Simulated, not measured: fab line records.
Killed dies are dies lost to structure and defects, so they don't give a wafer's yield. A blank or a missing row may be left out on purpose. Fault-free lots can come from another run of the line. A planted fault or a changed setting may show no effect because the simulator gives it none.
Matching of chambers + flow n5Finfet + rieDiel-05 running N5_BEOL_M4_VIA_ETCH_34: 4 sister chambers
The step etches the open film in C4F6/O2, target depth 69.4 nm, time 65.9 s. 7 wafers are shown with their chamber, then 9 later ones without.

## EACH WAFER AND ITS CHAMBER
| wafer  | chamber | drypumpMotorCurrentA (A) | showerheadPlenumPTorr (Torr) |
|--------|---------|--------------------------|------------------------------|
| L079.4 | 1       | 5.7                      | 2.75                         |
| L079.6 | 1       | 5.6                      | 2.75                         |
| L084.2 | 3       | 4.6                      | 3.00                         |
| L084.6 | 2       | 5.6                      | 3.01                         |
| L090.1 | 0       | 6.2                      | 2.75                         |
| L090.4 | 2       | 5.6                      | 3.00                         |
| L090.5 | 0       | 6.2                      | 2.75                         |

## WAFERS MISSING THEIR CHAMBER
| wafer  | drypumpMotorCurrentA (A) | showerheadPlenumPTorr (Torr) |
|--------|--------------------------|------------------------------|
| L094.1 | 5.6                      | 3.00                         |
| L094.2 | 5.7                      | 2.74                         |
| L094.5 | 6.2                      | 2.75                         |
| L096.2 | 5.7                      | 2.73                         |
| L096.3 | 4.6                      | 2.98                         |
| L096.4 | 6.2                      | 2.75                         |
| L097.2 | 5.6                      | 3.00                         |
| L097.4 | 4.6                      | 2.98                         |
| L097.5 | 5.6                      | 3.00                         |

## CHAMBER TAKEN BY EACH
| wafer  | from the rows above | in truth |
|--------|---------------------|----------|
| L094.1 | 2                   | 2        |
| L094.2 | 1                   | 1        |
| L094.5 | 0                   | 0        |
| L096.2 | 1                   | 1        |
| L096.3 | 3                   | 3        |
| L096.4 | 0                   | 0        |
| L097.2 | 2                   | 2        |
| L097.4 | 3                   | 3        |
| L097.5 | 2                   | 2        |
Placed correctly: 9 of 9. Not placeable from these rows: 0. 0 placed wrongly.
How it was worked out, from the rows above alone: a wafer's distance from a chamber is the root of the sum, over the readings, of the square of ((its reading less the chamber's mean) divided by the reading's scatter). If the next closest chamber is less than 2 further off than the closest, the wafer can't be placed; otherwise it belongs to the closest. A chamber's mean is the mean of its shown wafers. The scatter is the square root of a quotient: the sum, over the shown wafers, of each reading's squared deviation from its chamber's mean, divided by wafers minus chambers.
